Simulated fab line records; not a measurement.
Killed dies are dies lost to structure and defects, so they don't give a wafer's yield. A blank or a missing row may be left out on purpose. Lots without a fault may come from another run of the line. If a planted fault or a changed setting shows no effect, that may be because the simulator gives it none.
Comparing a struck lot with a sound one	flow nand_harc	16 steps out of a route of 1302
Sound: wafers L257.2, L257.3, L257.4. Wafers struck: L254.1, L254.3, L254.4. The cause is named last.
Each step with rows lists, per side, the tool, then ch with its chambers, then its first start. Under that, the readings that differ: sound wafers	struck wafers	difference of the means	sigmas: that difference in standard deviations of wafers without a fault.
alike: words and numbers the same on both sides, and readings whose means are apart by under 2 such deviations; not compared: readings that were withheld, readings missing a value for some wafer, numbers with overlapping values and no deviation given by the record, and bounds like >300 which may hide the same value.
Wherever a step has rows on one side only, a row that says differs or no value, or a row with sigmas, the two part there. Non-overlapping numbers with no deviation appear without sigmas and do not part them. A reading that every wafer of one side lacks parts them only if that side has two wafers or more.

NHARC_A_DECK1_JOINT_INSPECT_05:
  sound: defect_inspect-02 at day 20 22:25; struck: defect_inspect-02 at day 19 18:07
  alike: raw_defect_count
after that, 1 step with no rows for these wafers: NHARC_A_ONON_D2_DEP_00 (target thk 1000 nm).
NHARC_A_ONON_D2_THK_MEAS_02: measures by ellipsometry.
  sound: film_metro-02 at day 20 22:59; struck: film_metro-02 at day 19 18:41
  alike: thk_nm
after that, 1 step with no rows for these wafers: NHARC_A_ONON_D2_DEP_03 (target thk 1000 nm).
NHARC_A_ONON_D2_THK_MEAS_05: measures by ellipsometry.
  sound: film_metro-01 at day 20 23:34; struck: film_metro-02 at day 19 19:15
  alike: thk_nm
after that, 1 step with no rows for these wafers: NHARC_A_ONON_D2_DEP_06 (target thk 1000 nm).
NHARC_A_ONON_D2_THK_MEAS_08: measures by ellipsometry.
  sound: film_metro-02 at day 21 00:07; struck: film_metro-02 at day 19 19:49
reading	sound	struck	difference	sigmas
thk_nm (nm)	1014 1012 1014	997 997 997	-16	-3
after that, 1 step with no rows for these wafers: NHARC_A_ONON_D2_DEP_09 (target thk 1000 nm).
NHARC_A_ONON_D2_THK_MEAS_11: measures by ellipsometry.
  sound: film_metro-02 at day 21 00:41; struck: film_metro-01 at day 19 20:23
  alike: thk_nm
after that, 1 step with no rows for these wafers: NHARC_A_ONON_D2_DEP_12 (target thk 1000 nm).
NHARC_A_ONON_D2_THK_MEAS_14: measures by ellipsometry.
  sound: film_metro-02 at day 21 01:15; struck: film_metro-01 at day 19 20:57
  alike: thk_nm
then, 1 step without rows for these wafers: NHARC_A_ONON_D2_ANNEAL_15 (time 3600 s).
NHARC_A_ONON_D2_DEP_16: target thk 1000 nm.
  sound on pecvd_onon-01 ch 0, day 21 08:35; struck on pecvd_onon-03 ch 0, day 20 07:16
  alike: n2_flow_sccm
NHARC_A_ONON_D2_THK_MEAS_18: measures by ellipsometry.
  sound: film_metro-02 at day 21 09:02; struck: film_metro-01 at day 20 07:46
reading	sound	struck	difference	sigmas
thk_nm (nm)	1011 1014 1012	338 337 339	-674	-73
after that, 1 step with no rows for these wafers: NHARC_A_ONON_D2_DEP_19 (target thk 1000 nm).
-- record jumps: 11 days between struck wafers' starts before vs after; left off in module A_ONON_D2, resumes in module END, first step shown is number 1302 of the route --
NHARC_END_SORT_01:
  only the struck wafers appear in the record here, on prober-01 ch 0 at day 31 17:16; the sound ones have no rows

WHERE THEY PART
Last at NHARC_END_SORT_01 as far as this record goes, first at NHARC_A_ONON_D2_THK_MEAS_08.

WHY: what had been put in by the simulator
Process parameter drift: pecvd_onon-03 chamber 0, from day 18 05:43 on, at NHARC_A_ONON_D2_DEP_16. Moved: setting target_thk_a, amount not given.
